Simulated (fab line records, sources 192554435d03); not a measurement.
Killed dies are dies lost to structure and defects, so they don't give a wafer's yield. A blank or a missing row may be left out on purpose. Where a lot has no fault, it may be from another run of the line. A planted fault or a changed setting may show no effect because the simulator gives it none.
What tool caused it? + flow n5-finfet + 12 lots, 36 wafers sampled, at 2 steps of a route of 1938

## WHAT THE GAUGES READ, wafer by wafer
N5_MIM_TOP_LITHO_OVL_MEAS_11.
| lot  | measured     | on         | MIM_TOP_OVL (nm) |
|------|--------------|------------|------------------|
| L075 | day 12 10:29 | overlay-01 | 5 7 9            |
| L076 | day 13 01:13 | overlay-02 | 6 3 2            |
| L079 | day 13 09:50 | overlay-02 | 2 8 14           |
| L081 | day 13 21:54 | overlay-01 | 5 -2 11          |
| L083 | day 14 07:30 | overlay-02 | 9 -2 3           |
| L084 | day 14 22:46 | overlay-01 | 6 16 15          |
| L086 | day 15 04:20 | overlay-02 | 13 8 14          |
| L089 | day 16 23:44 | overlay-01 | 5 14 9           |
| L093 | day 17 01:05 | overlay-01 | -4 -3 -5         |
| L088 | day 17 06:13 | overlay-01 | 3 11 0           |
| L095 | day 17 22:20 | overlay-01 | 8 8 14           |
| L097 | day 18 10:22 | overlay-02 | 8 8 10           |

## WHAT TOOL EACH LOT RAN ON (gives the tool, then ch and the chambers of the sampled wafers, and finally the start)
| lot  | N5_MIM_BOT_DEGAS_01          |
|------|------------------------------|
| L075 | pvd-sputter-02, day 12 09:25 |
| L076 | pvd-sputter-01, day 12 23:01 |
| L079 | pvd-sputter-03, day 13 08:31 |
| L081 | pvd-sputter-03, day 13 20:23 |
| L083 | pvd-sputter-02, day 14 05:55 |
| L084 | pvd-sputter-01, day 14 21:21 |
| L086 | pvd-sputter-01, day 15 03:08 |
| L089 | pvd-sputter-03, day 16 22:30 |
| L093 | pvd-sputter-02, day 16 23:14 |
| L088 | pvd-sputter-01, day 17 04:40 |
| L095 | pvd-sputter-03, day 17 19:19 |
| L097 | pvd-sputter-03, day 18 08:45 |
- N5_MIM_BOT_DEGAS_01: time 60 s.

## THE ANSWER, worked out from the rows above alone
Rule: what is usual is taken from the lots themselves. Put in order of their means at a reading, lots are off if they are a third of the lots or fewer, leave a main group of 4 or more, and stand apart from it by a gap of 3 or more times the standard deviation of the main group's means; of several such gaps the widest counts. Not used: any main group whose means are identical at the precision the tables above print for the reading. Also off: a lot with no number at a reading for which 4 or more lots have one. Any other lot the step has rows for is counted as sound.
None of the lots is off at any reading shown; this tells nothing.

## WHAT THE SIMULATOR HAD INSERTED
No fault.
